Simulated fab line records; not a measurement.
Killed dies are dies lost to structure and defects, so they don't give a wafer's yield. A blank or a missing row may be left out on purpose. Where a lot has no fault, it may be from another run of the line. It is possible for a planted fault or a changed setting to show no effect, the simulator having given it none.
fab line records | flow nand-harc
[record] lots = 6 | wafers = 18 | last-day = 33
route steps=1302 shown A_WL_FILL@965
lots that met no fault: from a run of the same line without faults
start-h: the number of hours between the record's first day and the start of the first shown wafer of the lot | wait-h: time in hours since the lot's previous step | " as in the row above | L1.1+2: several wafers, shown together as one row | - value missing, or start not given | * or withheld: withheld | < > ~ a bound
route shown NAME@n: a module of which the file shows steps, and the number in the route of the first | usual: the fault-free wafers' mean and standard deviation | same: alike in all rows | chamber/n: place in a boat | sites: per-site readings | _std_site: their standard deviation | _edge_site: outer sites' mean less inner sites' | radius-mm: how far each site lies from the wafer's centre | mask NAME#n: copy n | behind: the most recent tool/chamber to have shaped the wafer | hold: cause of the lot's hold/its duration in hours/its outcome | device: the n, p or np transistor that did not switch | end of line: at the end of the route, the tests of the same wafers | a step without rows: its recipe alone | killed: dies that structure and defects cost at the first sort, which is not the same as the wafer's yield | map: the dies of a wafer, with x for killed, . for not killed, _ for no die there
set.NAME: the setting the step ran with; set.NAME@STEP: the setting that earlier step ran with | model.NAME: the simulator's own value behind a step, which no gauge read
certain route steps with their lots: each step a table, each wafer a row
services: a tool's chamber out of use, with start hour (start-h, from the record's first day; less than 0 if before it), hours out, and reason
[[steps]]
[step NHARC_A_WL_FILL_ALD_10]
[recipe] target-thk-a = 500 | pulse-time-s = 10 | ald-cycles = 500 | temp-c = 300 | material = SiO2
[step NHARC_A_WL_FILL_ETCHBACK_16]
[recipe] target-depth-a = 1200 | time-s = 24 | c4f8-flow-sccm = withheld | o2-flow-sccm = 8 | ar-flow-sccm = withheld | rf-w = 600 | bias-w = 800 | chemistry = C4F8/O2/Ar
[usual] oes-product-au = 0.98/0.034 | rf-vpp-V = 724/3.6
lot.wafer | tool        | chamber | start-h | wait-h | oes-product-au | rf-hours-counter-h | rf-vpp-V
L594.3    | rie-diel-12 | 2       | -       | -      | 1.02           | 0                  | 728
L594.2    | "           | 0       | "       | "      | 0.99           | 1                  | 719
L594.6    | "           | 3       | "       | "      | 1.00           | -                  | 724
L607.2    | rie-diel-12 | 1       | -       | -      | 1.01           | 0                  | 730
L607.3    | "           | 2       | "       | "      | 1.01           | 0                  | 726
L607.6    | "           | 1       | "       | "      | 1.01           | -                  | 727
L608.2    | rie-diel-01 | 3       | -       | -      | 1.02           | 3                  | 726
L608.5    | "           | 3       | "       | "      | 1.01           | -                  | 726
L608.6    | "           | 0       | "       | "      | 0.99           | -                  | 724
L613.4    | rie-diel-12 | 1       | -       | -      | 0.99           | 1                  | 730
L613.2    | "           | 2       | "       | "      | 0.97           | 1                  | 728
L613.5    | "           | 1       | "       | "      | 0.98           | -                  | 729
L614.4    | rie-diel-05 | 3       | -       | -      | 1.01           | 5                  | 725
L614.6    | "           | 1       | "       | "      | 1.00           | -                  | 727
L614.5    | "           | 2       | "       | "      | 1.01           | -                  | 721
L612.4    | rie-diel-05 | 0       | -       | -      | 0.93           | 5                  | 726
L612.3    | "           | 1       | "       | "      | 0.93           | 4                  | 729
L612.1    | "           | 2       | "       | "      | 0.95           | 4                  | 723
[step NHARC_A_WL_FILL_STRIP_29]
[recipe] time-s = 20 | o2-flow-sccm = 500 | ar-flow-sccm = 0 | bias-w = 0 | chemistry = O2
[usual] drypump-motor-current-A = 5.8/0.43 | o2-flow-sccm = 500.2/1.5 | oes-product-au = 1.003/0.011 | rf-vpp-V = 58.0/0.9 | showerhead-plenum-p-Torr = 3.57/0.12 | throttle-valve-pct = 17.037/0.0086
lot.wafer | tool        | chamber | start-h | wait-h | drypump-motor-current-A | o2-flow-sccm | oes-product-au | rf-hours-counter-h | rf-vpp-V | showerhead-plenum-p-Torr | throttle-valve-pct
L594.3    | rie-diel-12 | 0       | 499.09  | 0.1    | 6.0                     | 499.7        | 0.987          | 1                  | 57.2     | 3.44                     | 17.037
L594.2    | "           | 2       | "       | "      | 5.9                     | 499.5        | 1.001          | 0                  | 58.8     | 3.68                     | 17.039
L594.6    | "           | 3       | "       | "      | 5.6                     | 498.7        | 1.008          | -                  | 57.4     | 3.57                     | 17.026
L607.2    | rie-diel-12 | 1       | 636.07  | 0.1    | 5.8                     | 501.6        | 1.005          | 0                  | 59.4     | 3.73                     | 17.033
L607.3    | "           | 3       | "       | "      | 5.6                     | 499.4        | 0.992          | 0                  | 57.7     | 3.57                     | 17.037
L607.6    | "           | 1       | "       | "      | 5.8                     | 501.0        | 1.006          | -                  | 57.5     | 3.73                     | 17.036
L608.2    | rie-diel-01 | 0       | 648.51  | 0.1    | 4.8                     | 499.3        | 1.011          | 3                  | 59.0     | 3.52                     | 17.030
L608.5    | "           | 3       | "       | "      | 6.3                     | 499.3        | 1.020          | -                  | 59.0     | 3.62                     | 17.044
L608.6    | "           | 0       | "       | "      | 4.8                     | 501.1        | 1.000          | -                  | 57.7     | 3.52                     | 17.039
L613.4    | rie-diel-12 | 3       | 689.34  | 0.1    | 5.6                     | 499.7        | 0.988          | 1                  | 58.7     | 3.57                     | 17.026
L613.2    | "           | 1       | "       | "      | 5.9                     | 497.2        | 0.998          | 1                  | 58.6     | 3.73                     | 17.051
L613.5    | "           | 0       | "       | "      | 6.0                     | 499.4        | 0.987          | -                  | 59.2     | 3.44                     | 17.029
L614.4    | rie-diel-05 | 3       | 689.36  | 0.1    | 6.4                     | 496.7        | 1.019          | 5                  | 58.8     | 3.58                     | 17.032
L614.6    | "           | 2       | "       | "      | 5.4                     | 500.8        | 1.020          | -                  | 58.0     | 3.49                     | 17.034
L614.5    | "           | 3       | "       | "      | 6.4                     | 497.5        | 1.021          | -                  | 57.8     | 3.58                     | 17.054
L612.3    | rie-diel-05 | 0       | 693.16  | 0.1    | 6.0                     | 500.9        | 1.011          | 5                  | 56.5     | 3.60                     | 17.037
L612.4    | "           | 1       | "       | "      | 6.0                     | 500.2        | 0.996          | 4                  | 58.3     | 3.68                     | 17.030
L612.1    | "           | 2       | "       | "      | 5.4                     | 498.4        | 1.020          | 4                  | 57.7     | 3.49                     | 17.034
[step NHARC_A_WL_FILL_ETCHBACK_17]
[recipe] target-depth-a = 40 | time-s = 26.7 | chemistry = Cl2/BCl3
[usual] drypump-motor-current-A = 5.6/0.42 | oes-product-au = 1.000/0.012
lot.wafer | tool         | chamber | start-h | wait-h | drypump-motor-current-A | oes-product-au | rf-hours-counter-h
L594.2    | rie-metal-02 | 0       | 499.18  | -      | 5.8                     | 0.993          | 1.0
L594.3    | "            | 0       | "       | "      | 5.8                     | 0.990          | -
L594.6    | "            | 0       | "       | "      | 5.9                     | 0.990          | -
L607.2    | rie-metal-03 | 1       | 636.15  | -      | 6.2                     | 1.011          | 1.9
L607.3    | "            | 1       | "       | "      | 6.2                     | 1.008          | -
L607.6    | "            | 1       | "       | "      | 6.2                     | 1.004          | -
L608.2    | rie-metal-02 | 1       | 648.61  | -      | 5.2                     | 1.006          | 0.2
L608.5    | "            | 0       | "       | "      | 5.8                     | 1.001          | -
L608.6    | "            | 1       | "       | "      | 5.3                     | 0.994          | -
L613.2    | rie-metal-01 | 1       | 689.45  | -      | 5.1                     | 0.984          | 2.3
L613.4    | "            | 0       | "       | "      | 6.1                     | 0.998          | -
L613.5    | "            | 1       | "       | "      | 5.1                     | 0.987          | -
L614.4    | rie-metal-03 | 1       | 689.50  | -      | 6.2                     | 1.009          | -
L614.6    | "            | 0       | "       | "      | 5.4                     | 0.992          | -
L614.5    | "            | 1       | "       | "      | 6.2                     | 1.013          | -
L612.1    | rie-metal-03 | 1       | 693.25  | -      | 6.2                     | 1.006          | 2.8
L612.4    | "            | 1       | "       | "      | 6.2                     | 1.005          | -
L612.3    | "            | 0       | "       | "      | 5.4                     | 0.990          | -
[step NHARC_A_WL_FILL_PRECLEAN_18]
[recipe] time-s = 30 | chemistry = dHF
[step NHARC_A_WL_FILL_SRD_21]
[step NHARC_A_WL_FILL_CVD_23]
[recipe] target-thk-a = 400 | temp-c = 620 | pressure-mtorr = 200 | time-s = 800 | material = poly-Si
[step NHARC_A_WL_FILL_ETCHBACK_26]
[recipe] target-depth-a = 520 | time-s = 13.3 | hbr-flow-sccm = 150 | rf-w = 350 | icp-w = 350 | bias-w = 60 | chemistry = HBr
[usual] drypump-motor-current-A = 5.7/0.47 | oes-product-au = 1.000/0.016 | throttle-valve-pct = 23.266/0.0094
lot.wafer | tool      | chamber | start-h | wait-h | drypump-motor-current-A | oes-product-au | rf-hours-counter-h | throttle-valve-pct
L594.3    | rie-si-04 | 0       | 504.26  | 0.4    | 5.7                     | 0.998          | 1.1                | 23.256
L594.2    | "         | 1       | "       | "      | 6.2                     | 1.003          | 1.1                | 23.243
L594.6    | "         | 0       | "       | "      | 5.7                     | 0.994          | -                  | 23.255
L607.3    | rie-si-05 | 3       | 641.40  | 0.4    | 5.4                     | 0.998          | 1.0                | 23.269
L607.2    | "         | 0       | "       | "      | 4.9                     | 1.010          | 1.2                | 23.268
L607.6    | "         | 0       | "       | "      | 4.9                     | 1.008          | -                  | 23.272
L608.2    | rie-si-04 | 1       | 653.84  | 0.4    | 6.2                     | 1.032          | 0.6                | 23.263
L608.6    | "         | 0       | "       | "      | 5.7                     | 0.983          | -                  | 23.257
L608.5    | "         | 1       | "       | "      | 6.2                     | 1.028          | -                  | 23.270
L614.4    | rie-si-05 | 0       | 694.65  | 0.4    | 4.9                     | 1.013          | 0.1                | 23.251
L614.6    | "         | 3       | "       | "      | 5.4                     | 0.983          | -                  | 23.266
L614.5    | "         | 0       | "       | "      | 4.9                     | 1.012          | -                  | 23.267
L613.2    | rie-si-01 | 1       | 694.65  | 0.4    | 5.1                     | 0.981          | 0.9                | 23.269
L613.4    | "         | 1       | "       | "      | 5.1                     | 0.978          | -                  | 23.253
L613.5    | "         | 2       | "       | "      | 5.5                     | 1.021          | -                  | 23.287
L612.1    | rie-si-05 | 1       | 698.46  | 0.4    | 5.6                     | 0.978          | 0.1                | 23.271
L612.4    | "         | 2       | "       | "      | 5.2                     | 0.996          | 0.1                | 23.263
L612.3    | "         | 0       | "       | "      | 4.9                     | 1.007          | 0.2                | 23.267
[step NHARC_A_WL_FILL_PRECLEAN_30]
[recipe] time-s = 10 | chemistry = dHF
[step NHARC_A_WL_FILL_SRD_14]
[step NHARC_A_WL_FILL_ALD_19]
[recipe] target-thk-a = 20 | pulse-time-s = 3 | ald-cycles = 100 | temp-c = 450 | material = TiN
[usual] heater-power-outer-w = 667/78 | heater-power-w = 1064/120 | precursor-pulse-height-rel = 0.999/0.02
lot.wafer | tool         | chamber | start-h | wait-h | heater-power-outer-w | heater-power-w | precursor-pulse-height-rel
L594.2    | ald-metal-01 | 2       | 504.54  | 0.1    | 808                  | 1317           | 1.016
L594.3    | "            | 3       | "       | "      | 697                  | 1089           | 1.048
L594.6    | "            | 2       | "       | "      | 806                  | 1306           | 0.971
L607.2    | ald-metal-01 | 2       | 641.67  | 0.1    | 822                  | 1309           | 1.016
L607.3    | "            | 3       | "       | "      | 703                  | 1064           | 0.999
L607.6    | "            | 1       | "       | "      | 696                  | 1185           | 1.007
L608.2    | ald-metal-02 | 1       | 654.09  | 0.1    | 542                  | 887            | 0.981
L608.6    | "            | 1       | "       | "      | 547                  | 895            | 0.987
L608.5    | "            | 2       | "       | "      | 706                  | 1008           | 1.017
L614.4    | ald-metal-02 | 2       | 694.94  | 0.1    | 717                  | 1054           | 0.980
L614.6    | "            | 0       | "       | "      | 609                  | 1039           | 0.988
L614.5    | "            | 1       | "       | "      | 561                  | 911            | 0.996
L613.2    | ald-metal-04 | 1       | 694.95  | 0.1    | 599                  | 996            | 0.992
L613.4    | "            | 3       | "       | "      | 549                  | 885            | 0.992
L613.5    | "            | 1       | "       | "      | 598                  | 996            | 0.998
L612.1    | ald-metal-02 | 2       | 698.73  | 0.1    | 699                  | 1029           | 0.983
L612.3    | "            | 3       | "       | "      | 617                  | 981            | 0.998
L612.4    | "            | 0       | "       | "      | 636                  | 1054           | 0.996
[step NHARC_A_WL_FILL_CVD_20]
[recipe] target-thk-a = 1000 | temp-c = 400 | pressure-torr = 40 | wf6-flow-sccm = 40 | h2-flow-sccm = 1600 | ar-flow-sccm = 1560 | time-s = 74 | material = W
[usual] chamber-pressure-Torr = 40.00/0.081 | heater-power-outer-w = 489/44 | heater-power-w = 803/67 | throttle-valve-pct = 8.03/0.23
lot.wafer | tool     | chamber | start-h | wait-h | chamber-pressure-Torr | heater-power-outer-w | heater-power-w | throttle-valve-pct
L594.2    | cvd-w-02 | 0       | 504.74  | -      | 40.07                 | 421                  | 740            | 8.29
L594.3    | "        | 0       | "       | "      | 40.08                 | 430                  | 715            | 8.19
L594.6    | "        | 0       | "       | "      | 40.00                 | 431                  | 751            | 8.22
L607.2    | cvd-w-01 | 0       | 641.94  | -      | -                     | -                    | -              | -
L607.3    | "        | 1       | "       | "      | -                     | -                    | -              | -
L607.6    | "        | 0       | "       | "      | -                     | -                    | -              | -
L608.2    | cvd-w-02 | 1       | 654.29  | -      | -                     | -                    | -              | -
L608.5    | "        | 1       | "       | "      | -                     | -                    | -              | -
L608.6    | "        | 0       | "       | "      | -                     | -                    | -              | -
L614.4    | cvd-w-02 | 0       | 695.15  | -      | 39.98                 | 425                  | 709            | 8.11
L614.6    | "        | 0       | "       | "      | 39.95                 | 435                  | 724            | 7.78
L614.5    | "        | 1       | "       | "      | 39.99                 | 526                  | 873            | 8.23
L613.2    | cvd-w-01 | 1       | 695.15  | -      | 39.96                 | 502                  | 856            | 8.21
L613.4    | "        | 1       | "       | "      | 39.97                 | 507                  | 859            | 8.08
L613.5    | "        | 0       | "       | "      | 40.03                 | 481                  | 769            | 7.84
L612.1    | cvd-w-01 | 0       | 698.93  | -      | 39.88                 | 488                  | 761            | 7.69
L612.4    | "        | 0       | "       | "      | 39.93                 | 487                  | 762            | 8.09
L612.3    | "        | 1       | "       | "      | 39.99                 | 502                  | 872            | 8.09
[step NHARC_A_WL_FILL_CMP_12]
[recipe] t-overpolish-s = 30 | target-thk-nm = 100
[usual] motor-current-A = 11.7/1.1 | overpolish-run-s = 29.999/0.0094 | slurry-filter-dp-kPa = 13.50/0.13 | time-to-endpoint-s = 19/3.2
lot.wafer | tool   | chamber | start-h | wait-h | motor-current-A | overpolish-run-s | slurry-filter-dp-kPa | time-to-endpoint-s
L594.3    | cmp-01 | 0       | 504.92  | 0.1    | 12.9            | 30.000           | 13.41                | 17
L594.2    | "      | 2       | "       | "      | 13.4            | 30.001           | 13.59                | 20
L594.6    | "      | 3       | "       | "      | 11.7            | 29.995           | 13.49                | 20
L607.3    | cmp-03 | 0       | 642.10  | 0.1    | 12.0            | 30.007           | 13.44                | 0
L607.2    | "      | 2       | "       | "      | 10.9            | 30.006           | 13.38                | 1
L607.6    | "      | 1       | "       | "      | 10.1            | 29.999           | 13.46                | 0
L608.2    | cmp-01 | 2       | 654.52  | 0.2    | 14.1            | 30.013           | 13.56                | 2
L608.6    | "      | 0       | "       | "      | 13.2            | 29.997           | 13.37                | 0
L608.5    | "      | 1       | "       | "      | 12.8            | 30.000           | 13.56                | 0
L614.4    | cmp-01 | 2       | 695.28  | 0.1    | 14.5            | 30.016           | 13.43                | 18
L614.5    | "      | 2       | "       | "      | 14.3            | 30.010           | 13.46                | 19
L614.6    | "      | 3       | "       | "      | 11.2            | 29.983           | 13.45                | 22
L613.2    | cmp-03 | 1       | 695.34  | 0.2    | 10.1            | 29.983           | 13.44                | 16
L613.4    | "      | 3       | "       | "      | 11.0            | 30.014           | 13.66                | 21
L613.5    | "      | 0       | "       | "      | 12.4            | 30.002           | 13.56                | 13
L612.3    | cmp-04 | 3       | 699.14  | 0.1    | 11.7            | 30.006           | 13.41                | 22
L612.4    | "      | 0       | "       | "      | 11.7            | 30.008           | 13.60                | 21
L612.1    | "      | 1       | "       | "      | 12.6            | 30.011           | 13.52                | 23
[[services]]
tool         | chamber | start-h | hours | kind
cmp-01       | -       | 479.52  | 4.0   | pm
rie-si-05    | -       | 482.00  | 9.0   | pm
cmp-01       | -       | 488.97  | 4.1   | repair
rie-si-05    | 1       | 500.49  | 15.2  | repair
rie-metal-03 | -       | 503.88  | 0.8   | repair
rie-metal-03 | -       | 519.57  | 9.0   | pm
rie-si-05    | -       | 526.46  | 0.4   | repair
rie-diel-05  | 0       | 531.67  | 2.4   | repair
rie-diel-05  | 3       | 540.56  | 3.4   | repair
rie-diel-05  | 1       | 543.27  | 3.3   | repair
cvd-w-01     | -       | 547.22  | 13.0  | pm
rie-diel-05  | 3       | 557.10  | 8.5   | repair
rie-diel-12  | -       | 566.12  | 0.2   | repair
cvd-w-01     | 1       | 571.54  | 4.2   | repair
cmp-01       | -       | 577.52  | 4.0   | pm
cvd-w-01     | 1       | 577.72  | 3.3   | repair
rie-metal-03 | -       | 578.98  | 1.8   | repair
cvd-w-02     | 1       | 582.91  | 10.5  | repair
cvd-w-02     | 0       | 583.14  | 11.5  | repair
rie-diel-05  | -       | 583.93  | 9.0   | pm
rie-diel-05  | 2       | 604.15  | 4.5   | repair
rie-diel-05  | -       | 607.53  | 0.7   | repair
rie-diel-12  | -       | 622.49  | 9.0   | pm
rie-diel-05  | -       | 655.47  | 0.4   | repair
[[key]]
[first-sign] step = NHARC_A_WL_FILL_CVD_20 | reading = tool-record | direction = missing
[effect] step = NHARC_A_WL_FILL_CMP_12 | reading = time-to-endpoint-s | direction = down | sigmas = 5.8 | usual = * | struck = *
met-at NHARC_A_WL_FILL_CVD_20
struck-wafers L607.2,L607.3,L607.6,L608.2,L608.5,L608.6
later-rows-left-out L607.2,L607.3,L607.6,L608.2,L608.5,L608.6
sort-left-out L607.2,L607.3,L607.6,L608.2,L608.5,L608.6
tester-left-out L607,L608
onset-between 504.74 641.94
[fault] kind = skipped-step-whole | tool = cvd-w-01,cvd-w-02 | chamber = - | onset-h = 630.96 | steps = NHARC_A_WL_FILL_CVD_20 | scope = struck-lots-only
// tester-left-out: of these lots the tester's yield and bins aren't shown, on N5 and GAA mostly nor the transistor test; their killed dies are dies lost to structure and defects alone, not to doping, threshold or leakage, so they don't give the yield
// sort-left-out: the simulated sort isn't trusted on such a fault, so these wafers' sort isn't shown, and their yield isn't known
// later-rows-left-out: the simulator's readings of these wafers behind a module that went badly wrong aren't trusted and aren't shown, but for the sort
